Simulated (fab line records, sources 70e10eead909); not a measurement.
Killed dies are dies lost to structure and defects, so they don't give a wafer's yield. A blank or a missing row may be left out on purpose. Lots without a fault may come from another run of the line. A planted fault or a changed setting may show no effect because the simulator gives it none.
Which tool did it? | flow nand_harc | 13 lots, 39 wafers sampled, at 5 steps of a route of 1159

WHAT THE GAUGES READ, wafer by wafer
NHARC_A_SLIT_CD_MEAS_21. Usual: cd_nm 289.8 nm, standard deviation 0.57.
lot  | measured     | on        | cd_nm (nm)        | flag
L613 | day 14 13:09 | cd_sem-03 | 289.9 290.0 289.6 |
L615 | day 14 15:35 | cd_sem-02 | 289.5 290.1 290.5 |
L614 | day 14 16:30 | cd_sem-01 | 289.6 289.8 290.1 |
L617 | day 15 00:50 | cd_sem-01 | 289.9 290.6 290.0 |
L616 | day 15 01:14 | cd_sem-03 | 289.7 290.2 289.5 |
L618 | day 15 11:29 | cd_sem-02 | 290.2 289.9 289.8 |
L622 | day 16 12:34 | cd_sem-01 | 290.3 290.6 290.9 |
L621 | day 16 15:34 | cd_sem-01 | 290.3 290.0 290.2 |
L624 | day 17 02:00 | cd_sem-02 | 289.1 288.9 289.1 |
L630 | day 18 08:31 | cd_sem-02 | 289.7 289.5 289.3 |
L631 | day 18 12:20 | cd_sem-01 | 290.2 289.5 290.4 |
L636 | day 19 16:23 | cd_sem-02 | 288.6 288.1 288.7 |
L634 | day 19 17:04 | cd_sem-02 | 289.0 289.0 289.2 |

NHARC_END_SORT_01. Usual: killed_at_array 28, standard deviation 11; killed_at_other 0.8, standard deviation 1.3; killed_at_periphery 3.6, standard deviation 2.5; killed_dies 32, standard deviation 11; killed_open 3.0, standard deviation 1.8; killed_short 2.0, standard deviation 1.5.
lot  | measured     | on        | killed_at_array | killed_at_other | killed_at_periphery | killed_dies | killed_open | killed_short | flag
L621 | day 21 22:28 | prober-01 | 22 18 26        | 1 0 0           | 3 6 5               | 26 24 31    | 1 2 3       | 0 3 2        |
L631 | day 23 12:02 | prober-02 | 25 20 7         | 4 1 4           | 8 11 8              | 37 32 19    | 9 2 2       | 1 0 2        |

WHICH TOOL RAN EACH LOT (tool, then ch and the chambers of the sampled wafers, then the start)
lot  | NHARC_A_SLIT_ETCH_15                          | NHARC_A_SLIT_ETCH_26             | NHARC_A_WL_FILL_ETCHBACK_17
L613 | rie_diel-04 ch 1,2,3, day 14 12:00 or earlier | har_etch-02 ch 0,1, day 14 12:00 | rie_metal-01 ch 1, day 15 14:41
L615 | rie_diel-02 ch 0,2,3, day 14 14:26 or earlier | har_etch-01 ch 0,1, day 14 14:26 | rie_metal-03 ch 0,1, day 15 20:48
L614 | rie_diel-05 ch 0,3, day 14 15:21 or earlier   | har_etch-02 ch 0,1, day 14 15:21 | rie_metal-01 ch 0,1, day 15 15:43
L617 | rie_diel-05 ch 0,2,3, day 14 23:40 or earlier | har_etch-02 ch 0,1, day 14 23:40 | rie_metal-02 ch 0,1, day 15 23:14
L616 | rie_diel-04 ch 0,1,2, day 15 00:08 or earlier | har_etch-01 ch 0,1, day 15 00:08 | rie_metal-02 ch 0,1, day 16 03:00
L618 | rie_diel-02 ch 0,3, day 15 10:16 or earlier   | har_etch-01 ch 1, day 15 10:16   | rie_metal-03 ch 1, day 16 15:38
L622 | rie_diel-04 ch 0,3, day 16 11:27 or earlier   | har_etch-01 ch 0,1, day 16 11:27 | rie_metal-01 ch 1, day 17 12:11
L621 | rie_diel-02 ch 2,3, day 16 14:22 or earlier   | har_etch-02 ch 0,1, day 16 14:22 | rie_metal-01 ch 0,1, day 17 22:09
L624 | rie_diel-04 ch 0,2, day 17 00:51 or earlier   | har_etch-01 ch 0,1, day 17 00:51 | rie_metal-01 ch 0,1, day 18 03:05
L630 | rie_diel-04 ch 1,2,3, day 18 07:23 or earlier | har_etch-02 ch 0,1, day 18 07:23 | rie_metal-02 ch 0,1, day 19 10:29
L631 | rie_diel-02 ch 0,1,3, day 18 11:11 or earlier | har_etch-01 ch 0,1, day 18 11:11 | rie_metal-03 ch 0,1, day 19 14:02
L636 | rie_diel-05 ch 0,1,2, day 19 15:14 or earlier | har_etch-01 ch 0,1, day 19 15:14 | rie_metal-03 ch 0,1, day 20 18:53
L634 | rie_diel-04 ch 0,1,3, day 19 15:54 or earlier | har_etch-02 ch 0,1, day 19 15:54 | rie_metal-02 ch 0,1, day 20 22:10
- NHARC_A_SLIT_ETCH_15: etches the open film in O2/COS, target depth 3200 nm, time 832 s.
- NHARC_A_SLIT_ETCH_26: etches the open film in C4F8/O2/Ar, time 90 s, target depth 400 nm.
- NHARC_A_WL_FILL_ETCHBACK_17: etches the open film in Cl2/BCl3, target depth 4 nm, time 26.7 s.

WHAT THE TOOLS THEMSELVES READ (means of the sampled wafers that have a number; where no wafer has one, the mark that the record gives instead)
NHARC_A_SLIT_ETCH_15. Usual: drypump_motor_current_A 5.7 A, standard deviation 0.54; oes_product_au 0.998 a.u., standard deviation 0.0074; rf_vpp_V 313.2 V, standard deviation 1.6; showerhead_plenum_p_Torr 3.06 Torr, standard deviation 0.1; throttle_valve_pct 28.331 %, standard deviation 0.0089.
lot  | tool        | drypump_motor_current_A (A) | oes_product_au (a.u.) | rf_vpp_V (V) | showerhead_plenum_p_Torr (Torr) | throttle_valve_pct (%) | flag
L613 | rie_diel-04 | 5.8                         | 1.000                 | 312.4        | 2.99                            | 28.326                 |
L615 | rie_diel-02 | 5.4                         | 0.999                 | 313.7        | 3.10                            | 28.335                 |
L614 | rie_diel-05 | 6.2                         | 0.992                 | 313.9        | 3.14                            | 28.333                 |
L617 | rie_diel-05 | 6.3                         | 1.006                 | 314.4        | 3.09                            | 28.331                 |
L616 | rie_diel-04 | 5.5                         | 0.998                 | 313.1        | 3.06                            | 28.326                 |
L618 | rie_diel-02 | 5.3                         | 0.996                 | 312.7        | 3.01                            | 28.331                 |
L622 | rie_diel-04 | 5.5                         | 1.002                 | 313.7        | 3.10                            | 28.325                 |
L621 | rie_diel-02 | 5.4                         | 0.992                 | 314.2        | 3.14                            | 28.334                 |
L624 | rie_diel-04 | 5.1                         | 1.000                 | 313.9        | 3.12                            | 28.326                 |
L630 | rie_diel-04 | 5.9                         | 1.004                 | 312.5        | 2.98                            | 28.331                 |
L631 | rie_diel-02 | 5.4                         | 0.984                 | 312.9        | 3.03                            | 28.329                 |
L636 | rie_diel-05 | 6.0                         | 0.991                 | 312.8        | 3.00                            | 28.328                 |
L634 | rie_diel-04 | 5.9                         | 0.998                 | 312.6        | 3.03                            | 28.328                 |

NHARC_A_SLIT_ETCH_26. Usual: drypump_motor_current_A 5.66 A, standard deviation 0.14; showerhead_plenum_p_Torr 3.74 Torr, standard deviation 0.095; throttle_valve_pct 27.619 %, standard deviation 0.0089.
lot  | tool        | drypump_motor_current_A (A) | showerhead_plenum_p_Torr (Torr) | throttle_valve_pct (%) | flag
L613 | har_etch-02 | 5.79                        | 3.79                            | 27.619                 |
L615 | har_etch-01 | 5.50                        | 3.73                            | 27.615                 |
L614 | har_etch-02 | 5.80                        | 3.79                            | 27.625                 |
L617 | har_etch-02 | 5.79                        | 3.79                            | 27.617                 |
L616 | har_etch-01 | 5.56                        | 3.76                            | 27.617                 |
L618 | har_etch-01 | 5.64                        | 3.80                            | 27.621                 |
L622 | har_etch-01 | 5.52                        | 3.72                            | 27.620                 |
L621 | har_etch-02 | 5.81                        | 3.78                            | 27.625                 |
L624 | har_etch-01 | 5.56                        | 3.75                            | 27.622                 |
L630 | har_etch-02 | 5.80                        | 3.77                            | 27.610                 |
L631 | har_etch-01 | 5.56                        | 3.74                            | 27.616                 |
L636 | har_etch-01 | 5.58                        | 3.73                            | 27.617                 |
L634 | har_etch-02 | 5.80                        | 3.76                            | 27.621                 |

NHARC_A_WL_FILL_ETCHBACK_17. Usual: drypump_motor_current_A 5.3 A, standard deviation 0.31; oes_product_au 0.998 a.u., standard deviation 0.0072.
lot  | tool         | drypump_motor_current_A (A) | oes_product_au (a.u.) | flag
L613 | rie_metal-01 | 5.3                         | 0.994                 |
L615 | rie_metal-03 | 5.4                         | 0.996                 |
L614 | rie_metal-01 | 5.1                         | 0.997                 |
L617 | rie_metal-02 | 5.6                         | 0.998                 |
L616 | rie_metal-02 | 5.6                         | 1.007                 |
L618 | rie_metal-03 | 5.3                         | 0.995                 |
L622 | rie_metal-01 | 5.3                         | 1.001                 |
L621 | rie_metal-01 | 5.2                         | 1.133                 | OFF
L624 | rie_metal-01 | 5.1                         | 1.126                 | OFF
L630 | rie_metal-02 | 5.9                         | 1.004                 |
L631 | rie_metal-03 | 5.4                         | 0.997                 |
L636 | rie_metal-03 | 5.3                         | 1.005                 |
L634 | rie_metal-02 | 5.9                         | 1.003                 |

THE ANSWER, worked out from the rows above alone
Rule: a lot is off if the mean of its wafers that have a number lies more than 3 standard deviations from the usual mean. A lot without any number at a reading at which 4 lots or more have one is off too. The other lots that the step has rows for count as sound. The gauges are gone through in route order, then the tools' own readings, and for those a lot's mean is taken as printed above. The first step at which some lot is off is used, and at that step the reading that is off furthest; a lot without a number counts as furthest.
Off: L621, L624, at NHARC_A_WL_FILL_ETCHBACK_17 (oes_product_au).
A tool fits if, at that step or a process step before it, it ran every lot that is off, and no sound lot after the first of them. NHARC_A_SLIT_ETCH_15 gives no start for some lots, so the hours and the order of its lots are those of NHARC_A_SLIT_ETCH_26. One fits: rie_metal-01 at NHARC_A_WL_FILL_ETCHBACK_17. Its last sound lot is L622 (day 17 12:11), its first lot that is off L621 (day 17 22:09): a fault that began between those two fits.
The tool's own readings at NHARC_A_WL_FILL_ETCHBACK_17 bear it out: on the lots that are off they differ by more than 5 times the standard deviation of the sound lots' means. oes_product_au reads 1.129 a.u. there against 1.000 a.u. on the sound lots.

WHAT THE SIMULATOR HAD PUT IN
Process parameter drift: rie_metal-01, from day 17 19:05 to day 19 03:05, at NHARC_A_WL_FILL_ETCHBACK_17. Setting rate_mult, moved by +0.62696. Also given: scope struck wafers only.
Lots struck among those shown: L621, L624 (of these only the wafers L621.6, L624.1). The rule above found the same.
